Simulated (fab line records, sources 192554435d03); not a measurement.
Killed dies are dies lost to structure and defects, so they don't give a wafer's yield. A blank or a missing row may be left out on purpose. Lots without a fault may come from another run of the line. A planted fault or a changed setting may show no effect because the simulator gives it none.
Chamber matching | flow n5_finfet | N5_SPACER0_ALD_00 on ald_sin-02: 4 sister chambers
The step deposits SiOCN, target thk 3.5 nm, pulse time 3 s, purge time 2 s. 8 wafers are shown with their chamber, then 10 later ones without.

WAFERS WITH THEIR CHAMBER
wafer  | chamber | heater_power_w (W) | precursor_pulse_height_rel
L084.4 | 1       | 875                | 0.996
L088.1 | 2       | 904                | 1.024
L088.2 | 0       | 845                | 1.006
L088.4 | 1       | 876                | 1.024
L088.5 | 0       | 837                | 0.980
L088.6 | 3       | 762                | 0.972
L091.1 | 2       | 888                | 0.991
L091.3 | 3       | 763                | 0.974

WAFERS WITHOUT THEIR CHAMBER
wafer  | heater_power_w (W) | precursor_pulse_height_rel
L091.6 | 837                | 0.975
L094.1 | 830                | 1.048
L094.4 | 758                | 1.008
L094.5 | 906                | 0.989
L095.1 | 813                | 0.963
L095.2 | 901                | 1.009
L095.3 | 898                | 0.999
L095.4 | 746                | 1.001
L095.5 | 830                | 1.053
L095.6 | 767                | 0.999

WHICH CHAMBER EACH WENT THROUGH
wafer  | from the rows above | in truth
L091.6 | 0                   | 0
L094.1 | 0                   | 0
L094.4 | 3                   | 3
L094.5 | 2                   | 2
L095.1 | 0                   | 0
L095.2 | 2                   | 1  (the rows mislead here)
L095.3 | 2                   | 2
L095.4 | 3                   | 3
L095.5 | 0                   | 0
L095.6 | 3                   | 3
Placed correctly: 9 of 10. Can't be placed from these rows: 0. Placed wrongly: 1.
How it was worked out, from the rows above alone: a wafer's distance from a chamber is the root of the sum, over the readings, of the square of ((its reading less the chamber's mean) divided by the reading's scatter). The wafer belongs to the nearest chamber; if the next one is less than 2 further off, it can't be placed. A chamber's mean is the mean of its shown wafers. The scatter: the root of (the sum of the squares of (reading less its chamber's mean) over the shown wafers, divided by (wafers less chambers)).
